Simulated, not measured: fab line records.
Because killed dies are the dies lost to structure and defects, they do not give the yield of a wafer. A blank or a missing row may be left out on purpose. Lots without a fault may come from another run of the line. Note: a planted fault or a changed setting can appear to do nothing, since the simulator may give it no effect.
fab line records | flow nand_harc | part 1 of 2: steps 1 to 4 of 6
[record] lots = 23 wafers = 69 last_day = 33
route steps=1302 shown A_STAIRCASE@813
lots that met no fault: taken from a fault-free run of the same line
start_h: start of the lot's first displayed wafer, in hours after the record's first day | wait_h: hours from the lot's prior step to this one | " repeats the value in the row above | L1.1+2: a single row standing in for several wafers | - no value, or no start was given | * or withheld: withheld | < > ~ a bound
route shown NAME@n: names a module that has steps shown in the file, with the first one's number in the route | usual: mean/standard deviation taken from wafers without a fault | same: alike in all rows | chamber/n: place in a boat | sites: readings site by site | _std_site: how widely they spread, as a standard deviation | _edge_site: the outer-site mean with the inner-site mean subtracted | radius_mm: how far each site lies from the wafer's centre | mask NAME#n: copy n | behind: the tool/chamber that last shaped the wafer | hold: cause of the lot's hold/its duration in hours/its outcome | device: which transistor (n, p or np) failed to switch | end of line: tests of these same wafers at the route's end | a step given without rows: its recipe and nothing more | killed: not the wafer's yield, but the dies lost to structure and defects at the first sort | map: dies across one wafer; x = killed, . = not, _ = none there
set.NAME: the setting as run; set.NAME@STEP: as run at that earlier step | model.NAME: the simulator's own value behind a step, which no gauge read
steps of the route over a sample of lots; a table a step, a row a wafer
services: when a tool's chamber went out of use (start_h, in hours from the record's first day, below 0 if earlier), for how many hours, and the reason
[[steps]]
[step NHARC_A_STAIRCASE_STRIP_295]
[recipe] o2_flow_sccm = 500 ar_flow_sccm = 0 bias_w = 0 chemistry = O2
[usual] drypump_motor_current_A = 5.8/0.47 oes_product_au = 0.999/0.0073 rf_vpp_V = 57.9/0.84 showerhead_plenum_p_Torr = 3.52/0.18 throttle_valve_pct = 17.037/0.0094
// columns lot.wafer tool chamber start_h wait_h drypump_motor_current_A oes_product_au rf_hours_counter_h rf_vpp_V showerhead_plenum_p_Torr throttle_valve_pct
L074.3 rie_diel-12 0 - - 5.7 0.999 30 57.9 3.66 17.050
L074.2 " 1 " " 5.4 0.989 33 58.8 3.79 17.031
L074.6 " 0 " " 5.7 0.997 - 58.9 3.66 17.035
L075.4 rie_diel-11 1 - - 5.5 1.009 48 58.2 3.63 17.041
L075.5 " 3 " " 5.4 1.014 - 56.7 3.34 17.030
L075.6 " 0 " " 5.5 1.006 - 57.3 3.47 17.020
L076.2 rie_diel-12 0 - - 5.7 0.990 42 59.0 3.66 17.038
L076.3 " 1 " " 5.4 0.991 45 58.8 3.78 17.020
L076.6 " 3 " " 6.3 0.999 - 57.3 3.46 17.042
L077.2 rie_diel-08 2 - - 6.3 0.996 11 58.6 3.53 17.051
L077.4 " 3 " " 5.9 0.995 10 58.4 3.34 17.032
L077.5 " 3 " " 5.9 0.998 - 56.8 3.34 17.040
L078.1 rie_diel-08 1 - - 5.7 0.990 13 56.6 3.30 17.032
L078.3 " 3 " " 5.9 1.000 12 57.6 3.34 17.049
L078.6 " 0 " " 4.9 0.999 - 59.2 3.77 17.049
L079.1 rie_diel-08 2 - - 6.3 1.004 12 58.3 3.53 17.030
L079.4 " 0 " " 4.9 1.006 14 57.2 3.77 17.041
L079.5 " 2 " " 6.3 0.997 - 57.7 3.52 17.051
L080.4 rie_diel-08 3 - - 5.9 1.001 25 56.5 3.33 17.032
L080.2 " 0 " " 4.8 1.004 27 59.9 3.76 17.022
L080.1 " 1 " " 5.7 1.000 25 58.3 3.29 17.038
L081.3 rie_diel-12 3 - - 6.3 0.992 1 57.9 3.45 17.038
L081.2 " 0 " " 5.7 0.993 0 56.9 3.65 17.025
L081.4 " 1 " " 5.4 0.986 0 58.3 3.77 17.025
L082.3 rie_diel-11 1 - - 5.4 1.010 12 57.6 3.61 17.046
L082.1 " 2 " " 6.4 1.000 14 57.0 3.80 17.038
L082.5 " 1 " " 5.4 1.003 - 58.6 3.61 17.036
L083.3 rie_diel-11 1 - - 5.4 1.012 14 59.0 3.61 17.046
L083.5 " 2 " " 6.4 0.987 - 59.4 3.80 17.029
L083.6 " 3 " " 5.3 1.004 - 57.5 3.33 17.037
L084.2 rie_diel-08 2 - - 6.3 0.988 35 58.1 3.51 17.029
L084.3 " 0 " " 4.8 0.999 36 57.6 3.76 17.040
L084.6 " 3 " " 5.9 1.004 - 58.2 3.33 17.050
L085.2 rie_diel-12 3 - - 6.2 1.001 11 58.1 3.44 17.059
L085.4 " 0 " " 5.7 1.001 13 57.4 3.64 17.059
L085.5 " 0 " " 5.7 1.000 - 58.3 3.64 17.054
L086.3 rie_diel-12 2 - - 6.3 0.993 15 57.9 3.35 17.019
L086.6 " 0 " " 5.7 0.994 - 57.3 3.64 17.032
L086.5 " 1 " " 5.4 1.005 - 58.2 3.77 17.033
L087.1 rie_diel-08 0 - - 4.9 1.009 52 57.9 3.75 17.028
L087.6 " 3 " " 5.9 1.004 - 56.1 3.32 17.041
L087.5 " 0 " " 4.9 1.008 - 57.8 3.75 17.054
L088.2 rie_diel-12 1 - - 5.4 0.994 19 59.2 3.76 17.046
L088.3 " 2 " " 6.3 1.002 22 57.8 3.34 17.036
L088.6 " 0 " " 5.8 1.002 - 59.4 3.63 17.017
L090.1 rie_diel-08 1 - - 5.7 1.006 39 57.4 3.28 17.039
L090.2 " 0 " " 4.9 1.000 54 58.7 3.75 17.023
L090.5 " 1 " " 5.7 0.997 - 57.9 3.28 17.041
L089.1 rie_diel-12 1 - - 5.4 0.979 20 57.9 3.76 17.039
L089.6 " 0 " " 5.7 0.982 - 58.9 3.63 17.033
L089.5 " 1 " " 5.4 0.989 - 57.6 3.76 17.041
L091.4 rie_diel-08 0 - - 4.9 1.010 61 57.8 3.74 17.039
L091.2 " 1 " " 5.7 1.007 46 56.6 3.28 17.041
L091.5 " 3 " " 5.9 1.012 - 57.7 3.32 17.047
L092.3 rie_diel-12 0 - - 5.7 1.007 38 58.6 3.63 17.033
L092.1 " 1 " " 5.4 0.989 32 58.3 3.76 17.045
L092.5 " 3 " " 6.3 0.997 - 59.1 3.43 17.045
L094.2 rie_diel-12 3 - - 6.3 0.984 37 57.1 3.43 17.036
L094.1 " 0 " " 5.7 1.006 40 57.6 3.63 17.039
L094.3 " 1 " " 5.4 1.003 34 57.5 3.75 17.035
L093.2 rie_diel-11 1 - - 5.4 1.007 46 57.8 3.59 17.038
L093.4 " 2 " " 6.4 1.011 47 58.0 3.78 17.048
L093.1 " 3 " " 5.4 0.995 46 56.6 3.31 17.036
L095.3 rie_diel-12 3 - - 6.2 1.001 44 57.6 3.43 17.048
L095.4 " 0 " " 5.7 0.998 46 58.2 3.62 17.027
L095.1 " 1 " " 5.4 0.996 44 59.4 3.75 17.033
L096.4 rie_diel-11 0 - - 5.6 0.998 55 57.6 3.44 17.044
L096.2 " 1 " " 5.4 1.010 59 56.2 3.59 17.035
L096.6 " 2 " " 6.4 0.998 - 57.9 3.77 17.027
[step NHARC_A_STAIRCASE_HM_OPEN_463]
[recipe] o2_flow_sccm = 400 cos_flow_sccm = 20 ar_flow_sccm = 0 rf_w = 500 bias_w = 300 chemistry = O2/COS
[usual] drypump_motor_current_A = 5.8/0.46 oes_product_au = 0.999/0.0067 rf_vpp_V = 467/3.6 showerhead_plenum_p_Torr = 3.12/0.16 throttle_valve_pct = 28.330/0.0097
// columns lot.wafer tool chamber start_h wait_h drypump_motor_current_A oes_product_au rf_hours_counter_h rf_vpp_V showerhead_plenum_p_Torr throttle_valve_pct
L074.3 rie_diel-11 2 - - 6.4 0.987 42 461 2.90 28.328
L074.2 " 1 " " 5.4 1.003 42 470 3.21 28.329
L074.6 " 2 " " 6.4 0.992 - 463 2.90 28.323
L075.4 rie_diel-12 0 - - 5.7 0.993 39 469 3.24 28.309
L075.6 " 2 " " 6.3 1.009 - 463 2.97 28.343
L075.5 " 3 " " 6.2 0.994 - 466 3.06 28.351
L076.2 rie_diel-12 3 - - 6.3 0.995 42 467 3.06 28.338
L076.3 " 0 " " 5.7 0.998 43 471 3.24 28.323
L076.6 " 2 " " 6.3 0.998 - 463 2.97 28.321
L077.2 rie_diel-11 2 - - 6.4 0.986 55 463 2.89 28.318
L077.4 " 3 " " 5.4 0.994 60 463 2.95 28.324
L077.5 " 1 " " 5.4 1.011 - 468 3.21 28.327
L078.1 rie_diel-08 3 - - 5.9 0.994 13 463 2.95 28.320
L078.3 " 1 " " 5.7 0.992 14 461 2.92 28.336
L078.6 " 2 " " 6.3 0.988 - 468 3.12 28.331
L079.4 rie_diel-12 2 - - 6.3 0.992 51 465 2.97 28.341
L079.1 " 3 " " 6.3 0.986 46 465 3.06 28.343
L079.5 " 1 " " 5.4 0.994 - 471 3.35 28.327
L080.2 rie_diel-08 1 - - 5.7 1.004 27 461 2.91 28.318
L080.1 " 3 " " 5.9 1.006 26 463 2.95 28.338
L080.4 " 0 " " 4.9 1.008 28 472 3.33 28.337
L081.2 rie_diel-12 3 - - 6.3 0.995 5 467 3.05 28.327
L081.4 " 0 " " 5.7 1.003 4 469 3.23 28.357
L081.3 " 1 " " 5.4 0.993 2 472 3.34 28.346
L082.1 rie_diel-12 0 - - 5.7 1.006 10 469 3.22 28.337
L082.3 " 1 " " 5.4 0.991 8 471 3.34 28.318
L082.5 " 3 " " 6.3 1.005 - 467 3.05 28.336
L083.3 rie_diel-08 1 - - 5.7 0.999 36 461 2.91 28.324
L083.5 " 2 " " 6.3 0.994 - 468 3.11 28.325
L083.6 " 3 " " 5.9 1.002 - 463 2.94 28.342
L084.3 rie_diel-08 1 - - 5.7 1.002 38 462 2.90 28.323
L084.2 " 2 " " 6.3 1.005 36 465 3.11 28.319
L084.6 " 2 " " 6.3 0.999 - 468 3.11 28.325
L085.4 rie_diel-11 3 - - 5.3 0.997 19 464 2.94 28.342
L085.2 " 2 " " 6.4 1.003 17 472 3.36 28.345
L085.5 " 0 " " 5.5 0.998 - 465 3.06 28.311
L086.3 rie_diel-11 0 - - 5.5 1.005 21 466 3.06 28.337
L086.5 " 0 " " 5.5 0.997 - 466 3.06 28.308
L086.6 " 1 " " 5.4 1.022 - 469 3.19 28.341
L087.1 rie_diel-11 0 - - 5.5 0.988 29 467 3.05 28.344
L087.6 " 2 " " 6.4 1.000 - 471 3.36 28.331
L087.5 " 3 " " 5.4 1.005 - 462 2.93 28.330
L088.2 rie_diel-08 2 - - 6.3 1.007 55 466 3.10 28.335
L088.3 " 0 " " 4.9 1.011 56 471 3.32 28.320
L088.6 " 1 " " 5.7 1.004 - 462 2.90 28.330
L090.1 rie_diel-11 3 - - 5.4 1.000 34 462 2.93 28.323
L090.2 " 0 " " 5.5 0.994 31 467 3.05 28.327
L090.5 " 1 " " 5.4 1.003 - 470 3.19 28.333
L089.1 rie_diel-12 2 - - 6.3 0.993 25 466 2.95 28.336
L089.5 " 0 " " 5.7 1.008 - 469 3.21 28.328
L089.6 " 1 " " 5.4 0.986 - 472 3.33 28.331
L091.4 rie_diel-12 3 - - 6.3 0.994 30 467 3.04 28.338
L091.2 " 0 " " 5.7 1.002 34 468 3.21 28.335
L091.5 " 0 " " 5.7 1.010 - 468 3.21 28.330
L092.3 rie_diel-08 2 - - 6.3 0.985 3 467 3.09 28.321
L092.1 " 3 " " 5.9 0.998 3 463 2.93 28.322
L092.5 " 2 " " 6.3 0.991 - 466 3.09 28.334
L094.3 rie_diel-12 1 - - 5.4 0.990 35 471 3.32 28.338
L094.2 " 2 " " 6.3 1.007 38 464 2.95 28.336
L094.1 " 3 " " 6.3 1.006 39 465 3.03 28.331
L093.2 rie_diel-08 3 - - 5.9 1.001 5 463 2.93 28.349
L093.4 " 0 " " 4.9 0.998 4 472 3.31 28.316
L093.1 " 1 " " 5.7 1.002 4 473 3.37 28.338
L095.3 rie_diel-08 0 - - 4.8 1.008 12 472 3.31 28.318
L095.1 " 1 " " 5.7 1.008 12 474 3.37 28.318
L095.4 " 2 " " 6.3 0.991 11 468 3.09 28.313
L096.2 rie_diel-08 0 - - 4.8 1.000 17 471 3.30 28.329
L096.4 " 1 " " 5.7 0.992 17 472 3.36 28.344
L096.6 " 3 " " 5.9 0.998 - 463 2.93 28.330
[step NHARC_A_STAIRCASE_ETCH_315]
[recipe] target_depth_a = 25000 time_s = 607.1 ion_energy_ev = 800 c4f8_flow_sccm = 80 o2_flow_sccm = 60 ar_flow_sccm = withheld rf_w = 600 bias_w = 3000 chemistry = C4F8/O2/Ar
[usual] oes_product_au = 0.931/0.009 rf_vpp_V = 1826/13
// columns lot.wafer tool chamber start_h wait_h oes_product_au rf_hours_counter_h rf_vpp_V
L074.2 rie_diel-11 1 - - 0.933 42 1834
L074.3 " 2 " " 0.935 42 1808
L074.6 " 3 " " 0.937 - 1812
L075.4 rie_diel-12 1 - - 0.931 42 1845
L075.5 " 3 " " 0.926 - 1821
L075.6 " 0 " " 0.936 - 1835
L076.2 rie_diel-12 2 - - 0.926 44 1815
L076.3 " 3 " " 0.915 42 1821
L076.6 " 2 " " 0.923 - 1816
L077.4 rie_diel-11 3 - - 0.917 60 1813
L077.2 " 0 " " 0.929 49 1822
L077.5 " 2 " " 0.917 - 1807
L078.3 rie_diel-08 2 - - 0.932 12 1826
L078.1 " 3 " " 0.921 13 1812
L078.6 " 2 " " 0.924 - 1827
L079.1 rie_diel-12 1 - - 0.927 52 1845
L079.4 " 3 " " 0.920 46 1822
L079.5 " 2 " " 0.933 - 1813
L080.4 rie_diel-08 2 - - 0.929 27 1826
L080.2 " 3 " " 0.926 27 1813
L080.1 " 0 " " 0.929 29 1843
L081.4 rie_diel-12 0 - - 0.931 4 1835
L081.3 " 2 " " 0.940 3 1813
L081.2 " 3 " " 0.943 5 1822
L082.3 rie_diel-12 3 - - 0.938 8 1820
L082.1 " 1 " " 0.941 8 1844
L082.5 " 3 " " 0.945 - 1822
L083.3 rie_diel-08 3 - - 0.936 33 1812
L083.6 " 0 " " 0.942 - 1844
L083.5 " 1 " " 0.953 - 1809
L084.3 rie_diel-08 0 - - 0.947 37 1843
L084.2 " 1 " " 0.937 38 1807
L084.6 " 0 " " 0.940 - 1843
L085.2 rie_diel-11 0 - - 0.930 17 1823
L085.4 " 1 " " 0.944 18 1835
L085.5 " 3 " " 0.936 - 1812
L086.3 rie_diel-11 1 - - 0.935 24 1833
L086.6 " 2 " " 0.920 - 1845
L086.5 " 3 " " 0.933 - 1811
L087.1 rie_diel-11 0 - - 0.926 29 1822
L087.5 " 0 " " 0.935 - 1822
L087.6 " 1 " " 0.941 - 1833
L090.2 rie_diel-11 3 - - 0.920 35 1810
L090.1 " 2 " " 0.931 34 1846
L090.5 " 3 " " 0.926 - 1811
L089.1 rie_diel-12 1 - - 0.932 24 1844
L089.6 " 3 " " 0.921 - 1819
L089.5 " 0 " " 0.935 - 1834
L088.3 rie_diel-08 1 - - 0.921 45 1807
L088.2 " 2 " " 0.937 59 1824
L088.6 " 2 " " 0.926 - 1825
L091.2 rie_diel-12 3 - - 0.922 30 1821
L091.4 " 1 " " 0.923 26 1844
L091.5 " 3 " " 0.926 - 1819
L092.3 rie_diel-08 0 - - 0.945 2 1841
L092.1 " 1 " " 0.932 2 1846
L092.5 " 2 " " 0.942 - 1825
L094.1 rie_diel-12 1 - - 0.917 36 1844
L094.3 " 2 " " 0.927 38 1812
L094.2 " 3 " " 0.921 39 1819
L093.1 rie_diel-08 2 - - 0.923 5 1824
L093.2 " 3 " " 0.929 5 1811
L093.4 " 0 " " 0.921 5 1842
L095.1 rie_diel-08 2 - - 0.925 11 1823
L095.3 " 0 " " 0.930 12 1842
L095.4 " 1 " " 0.927 12 1848
L096.2 rie_diel-08 1 - - 0.922 17 1845
L096.4 " 2 " " 0.934 15 1826
L096.6 " 1 " " 0.930 - 1847
[step NHARC_A_STAIRCASE_DEP_325]
[recipe] target_thk_a = 72000 temp_c = 400 target_thk_nm = 7200 teos_flow_sccm = 200 rf_w = 500 material = SiO2
[usual] heater_power_outer_w = 365/57 heater_power_w = 628/90
// columns lot.wafer tool chamber start_h wait_h heater_power_outer_w heater_power_w since_wet_clean_h
L074.2 pecvd-02 1 422.46 0.1 379 620 1
L074.3 " 2 " " 434 822 1
L074.6 " 1 " " 337 563 -
L075.6 pecvd-04 1 431.53 0.3 276 498 -
L075.5 " 2 " " 328 611 -
L075.4 " 0 " " 369 590 -
L076.2 pecvd-02 0 450.45 0.1 423 732 29
L076.3 " 2 " " 491 876 30
L076.6 " 1 " " 341 549 -
L077.2 pecvd-03 1 450.47 0.1 347 567 71
L077.4 " 1 " " 294 492 -
L077.5 " 0 " " 376 610 -
L079.1 pecvd-03 0 460.70 0.2 456 734 82
L079.4 " 0 " " 378 605 -
L079.5 " 1 " " 283 502 -
L078.1 pecvd-02 0 460.75 0.2 391 668 40
L078.3 " 1 " " 407 659 40
L078.6 " 0 " " 327 602 -
L081.3 pecvd-04 1 492.62 0.1 336 550 30
L081.2 " 2 " " 420 729 30
L081.4 " 0 " " 362 571 -
L080.1 pecvd-03 2 492.72 0.2 363 646 114
L080.2 " 0 " " 488 743 114
L080.4 " 0 " " 377 600 -
L082.1 pecvd-02 2 509.15 0.2 476 867 88
L082.3 " 0 " " 367 642 88
L082.5 " 1 " " 332 560 -
L083.3 pecvd-04 1 520.39 0.3 366 605 57
L083.6 " 2 " " 334 624 -
L083.5 " 1 " " 274 479 -
L084.3 pecvd-03 1 528.19 0.1 368 621 149
L084.2 " 2 " " 382 702 149
L084.6 " 0 " " 379 615 -
L085.2 pecvd-04 1 528.40 0.3 322 536 65
L085.4 " 2 " " 332 615 -
L085.5 " 0 " " 356 562 -
L086.3 pecvd-02 0 543.67 0.2 364 641 123
L086.6 " 2 " " 380 721 -
L086.5 " 1 " " 341 562 -
L087.1 pecvd-03 0 561.29 0.2 438 679 1
L087.5 " 0 " " 375 598 -
L087.6 " 1 " " 291 494 -
L090.2 pecvd-03 2 571.55 0.1 357 686 12
L090.1 " 1 " " 369 617 12
L090.5 " 0 " " 379 599 -
L088.2 pecvd-02 1 571.55 0.1 413 656 150
L088.3 " 2 " " 483 874 151
L088.6 " 0 " " 328 568 -
L089.1 pecvd-04 2 571.56 0.1 438 753 109
L089.5 " 2 " " 341 624 -
L089.6 " 1 " " 278 485 -
L091.2 pecvd-03 1 580.66 0.1 352 575 21
L091.4 " 2 " " 290 594 -
L091.5 " 0 " " 370 610 -
L092.3 pecvd-03 0 601.29 0.2 486 726 41
L092.1 " 1 " " 348 577 41
L092.5 " 1 " " 298 500 -
L094.3 pecvd-03 1 612.54 0.1 381 632 53
L094.2 " 2 " " 383 720 53
L094.1 " 0 " " 453 714 53
L093.1 pecvd-02 2 612.64 0.2 406 766 11
L093.2 " 0 " " 409 695 11
L093.4 " 2 " " 396 779 -
L095.1 pecvd-04 2 630.21 0.2 449 747 167
L095.3 " 0 " " 428 670 167
L095.4 " 1 " " 289 489 -
L096.2 pecvd-02 1 647.40 0.2 475 743 45
L096.4 " 0 " " 326 565 -
L096.6 " 2 " " 405 760 -
